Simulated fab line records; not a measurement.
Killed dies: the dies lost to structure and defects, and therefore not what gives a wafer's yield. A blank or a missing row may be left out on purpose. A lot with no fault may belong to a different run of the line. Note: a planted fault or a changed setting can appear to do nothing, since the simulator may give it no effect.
Split-lot experiment ; flow n5 finfet ; 21 wafers read from 7 lots, route of 1938 steps

## THE SPLIT ITSELF
At N5_DUMMY_GATE_EXPOSE_12 (exposes mask GATE, target cd 25 nm), the setting dose mj was moved away from the recipe's 34 on 5 of the 21 wafers read, by -6.4% to +6.6%. This setting was run at the recipe's value on the other wafers.

## FROM THE SPLIT TO THE READING: what the file shows between them, 12 steps
- N5_DUMMY_GATE_PEB_13: peb time 60 s
- N5_DUMMY_GATE_DEVELOP_14: develop time 30 s
- N5_DUMMY_GATE_STRIP_38: strips in N2/H2
- N5_DUMMY_GATE_STRIP_39: strips in N2/H2
- N5_DUMMY_GATE_TRIM_49: chemistry O2, time 29 s, target cd 14 nm
- N5_DUMMY_GATE_STRIP_40: strips in CF4
- N5_DUMMY_GATE_CD_MEAS_50: target cd 14 nm
- N5_DUMMY_GATE_ETCH_31: etches SiO2 in C4F6/O2, target depth 82.5 nm, time 27.5 s
- N5_DUMMY_GATE_STRIP_41: strips in O2
- N5_DUMMY_GATE_ETCH_32: etches SiO2 in CF4, target depth 3.5 nm, time 3.9 s
- N5_DUMMY_GATE_ETCH_23: etches poly-Si in HBr/Cl2/O2, target depth 41 nm, time 22.3 s
- N5_DUMMY_GATE_ETCH_44: etches poly-Si in HBr/O2, stops on SiO2, target depth 127.5 nm

## THE READING
At N5_DUMMY_GATE_CD_MEAS_24: cd nm in nanometres, against a target cd of 15 nm. Fault-free wafers of this fab line usually give 15.02 nm, standard deviation 0.3 nm.

wafer;tool, chamber at the split;dose mj as run;against the recipe;cd nm, nm;against lot-mates on the recipe
L077.1;euv scanner-01, 0;34;recipe;14.83;-
L077.2;euv scanner-01, 0;34.7;+2.1%;14.51;-0.17
L077.6;euv scanner-01, 0;34;recipe;14.52;-
L080.1;euv scanner-02, 0;34;recipe;15.19;-
L080.3;euv scanner-02, 0;36.26;+6.6%;14.35;-0.84
L080.4;euv scanner-02, 0;36.26;+6.6%;13.62;-1.57
L081.1;euv scanner-02, 0;34;recipe;15.22;-
L081.4;euv scanner-02, 0;34;recipe;15.17;-
L081.6;euv scanner-02, 0;34;recipe;15.12;-
L086.1;euv scanner-02, 0;34;recipe;14.66;-
L086.3;euv scanner-02, 0;31.84;-6.4%;16.22;+1.54
L086.5;euv scanner-02, 0;34;recipe;14.69;-
L090.2;euv scanner-01, 0;34;recipe;14.98;-
L090.3;euv scanner-01, 0;34;recipe;14.86;-
L090.5;euv scanner-01, 0;34;recipe;15.36;-
L092.2;euv scanner-01, 0;32.26;-5.1%;15.66;+0.87
L092.4;euv scanner-01, 0;34;recipe;14.89;-
L092.6;euv scanner-01, 0;34;recipe;14.69;-
L096.1;euv scanner-02, 0;34;recipe;15.05;-
L096.2;euv scanner-02, 0;34;recipe;14.78;-
L096.6;euv scanner-02, 0;34;recipe;15.09;-

FIT RESULTS
A straight line over all 21 wafers: cd nm changes by -0.16 nm for each +1% of dose mj; r = -0.88; the points scatter about the line by 0.26 nm.
The same after taking each lot's own level away (the mean of its wafers on the recipe; 21 wafers): -0.193 nm for each +1%; r = -0.95; scatter 0.19 nm.
On that fit, the largest move of dose mj shifts the reading by 1.3 nm.
From 14.675 to 15.190 nm: that is the span of the lots' own levels, equal to 1.7 times the standard deviation above.
So the lot-to-lot level changes the slope: the two fits differ.
Check: -1.44 nm against its lot-mates is what the line predicts for one of the wafers moved furthest among these (+6.6%) when that wafer is left out of the fit. Against them it came out at -0.84 nm.

## OTHER SPLITS ON THESE WAFERS
These wafers also went through other splits before the reading. Each is held against what the fit with the lots' levels taken away leaves over:
other split on the same wafers;wafers away from the commonest value;r with cd nm (lot level and that fit taken away)
N5_WELL_APT_PEB_06 peb time s;6;+0.01
N5_WELL_APT_DESCUM_13 time s;5;+0.29
N5_PMOS_HMC_CHANNEL_EPI_PEB_07 peb temp c;8;-0.20
N5_PMOS_HMC_CHANNEL_EPI_DEVELOP_08 develop time s;4;-0.47
N5_FIN_SAQP_SPACER1_ALD_24 ald cycles;7;+0.21
N5_FIN_SAQP_ETCH_69 target depth a;4;+0.08

## THE WHOLE CHAIN: every reading that the file lists as answering this split, in the file's order
step;what it does;reading;change (the file's fit);r (the file's)
N5_DUMMY_GATE_TRIM_49;chemistry O2, time 29 s, target cd 14 nm;DUMMY_GATE.cd nm (the simulator's own value, which no gauge read);-0.187 nm for each +1% of the setting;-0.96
N5_DUMMY_GATE_CD_MEAS_50;target cd 14 nm;cd nm;-0.189 nm for each +1% of the setting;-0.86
N5_DUMMY_GATE_ETCH_44;etches poly-Si in HBr/O2, stops on SiO2, target depth 127.5 nm;DUMMY_GATE.cd nm (the simulator's own value, which no gauge read);-0.196 nm for each +1% of the setting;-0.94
N5_DUMMY_GATE_CD_MEAS_24;target cd 15 nm;cd nm;-0.197 nm for each +1% of the setting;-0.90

## FILE'S OWN FIT
cd nm changes by -0.197 nm for each +1% of dose mj, r = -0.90.
